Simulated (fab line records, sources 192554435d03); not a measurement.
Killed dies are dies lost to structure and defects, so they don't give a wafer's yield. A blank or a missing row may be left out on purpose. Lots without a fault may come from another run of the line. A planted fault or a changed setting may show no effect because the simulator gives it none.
A struck lot beside a sound one | flow n5_finfet | 15 steps out of a route of 1938
Sound: wafers L709.2, L709.4, L709.5. Struck: wafer L703.5. (L703.3, L703.6 of the same lot were not struck and are left out.) The cause comes at the end.
At each step with rows: each side's tool, then ch and its chambers, then its first start. Under that, the readings that differ: sound wafers | struck wafers | difference of the means | sigmas: that difference in standard deviations of wafers without a fault.
alike: readings whose means differ by less than 2 such deviations, and words and numbers that are the same on both sides. not compared: withheld readings, readings that some wafer has no value for, bounds like >300 that may hide the same value, and numbers for which the record gives no deviation and whose values overlap.
The two part at a step that has a row with sigmas, a row that says differs or no value, or rows on one side only. Numbers that don't overlap but have no deviation are shown without sigmas and don't part them. A reading that every wafer of one side lacks parts them only if that side has two wafers or more.

N5_BEOL_M7_OCD_MEAS_38:
  sound on ocd-01, day 14 09:30; struck on ocd-02, day 10 19:15
  alike: trench_depth_nm
then, 4 steps without rows for these wafers: N5_BEOL_M7_HM_STRIP_39 (strips TiN in peroxide tin strip, target depth 25 nm, time 158 s); N5_BEOL_M7_SRD_40 (time 30 s); N5_BEOL_M7_PRECLEAN_42 (cleans in residue remover, time 60 s); N5_BEOL_M7_SRD_43 (time 30 s).
N5_BEOL_M7_CD_MEAS_35: target cd 40 nm.
  sound on cd_sem-01, day 14 09:39; struck on cd_sem-01, day 10 19:25
  alike: cd_nm
N5_BEOL_M7_CURE_75: cures SiCOH lowk, time 120 s.
  sound on uv_cure-01 ch 1, day 14 09:44; struck on uv_cure-03 ch 0, day 10 19:34
  alike: lamp_power_pct, wafer_temp_C_max
N5_BEOL_M7_DEGAS_44: time 60 s.
  sound on pvd_sputter-02, day 14 10:04; struck on pvd_sputter-02, day 10 19:47
  alike: heater_power_w
N5_BEOL_M7_PRE_CLEAN_45: time 30 s.
  sound on pvd_sputter-02, day 14 10:07; struck on pvd_sputter-02, day 10 19:49
  alike: heater_power_w
N5_BEOL_M7_ALD_77: deposits TaN, target thk 2 nm, pulse time 2 s, purge time 3 s.
  sound on ald_metal-01 ch 0,1,3, day 14 10:24; struck on ald_metal-03 ch 0, day 10 19:53
  alike: heater_power_w, precursor_vessel_carrier_sccm, precursor_vessel_pressure_torr
N5_BEOL_M7_SURFACE_TREAT_79:
  sound on pvd_sputter-02, day 14 12:09; struck on pvd_sputter-02, day 10 20:11
  not compared: pressure_mtorr, throttle_valve_pct
then, 1 step without rows for these wafers: N5_BEOL_M7_CVD_78 (deposits Co from CCTBA/H2, target thk 2 nm, time 142.3 s).
N5_BEOL_M7_SPUTTER_48: material Cu, target thk 10 nm, time 1.667 s.
  sound on pvd_sputter-01, day 14 12:22; struck on pvd_sputter-03, day 10 20:21
  reading                | sound             | struck | difference | sigmas
  cathode_dc_power_W (W) | 25997 26003 26010 | 21607  | -4396      | -99 or more
  alike: bias_v, throttle_valve_pct
then, 1 step without rows for these wafers: N5_BEOL_M7_ECD_50 (material Cu, target thk 300 nm).
-- the record jumps here: 3 days lie between the struck wafers' starts before and after (it left off in module BEOL_M7 and takes up again in module PASSIVATION, whose first step shown is number 1936 of the route) --
N5_PASSIVATION_PROBE_49:
  the record has rows for the struck wafers here (prober-02, day 13 08:26) and none for the sound ones

WHERE THEY PART
First at N5_BEOL_M7_SPUTTER_48; last, within this record, at N5_PASSIVATION_PROBE_49.

WHY: what the simulator had put in
Process parameter drift: pvd_sputter-03, from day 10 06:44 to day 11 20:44, at N5_BEOL_M7_SPUTTER_48. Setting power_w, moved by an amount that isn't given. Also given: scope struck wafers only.
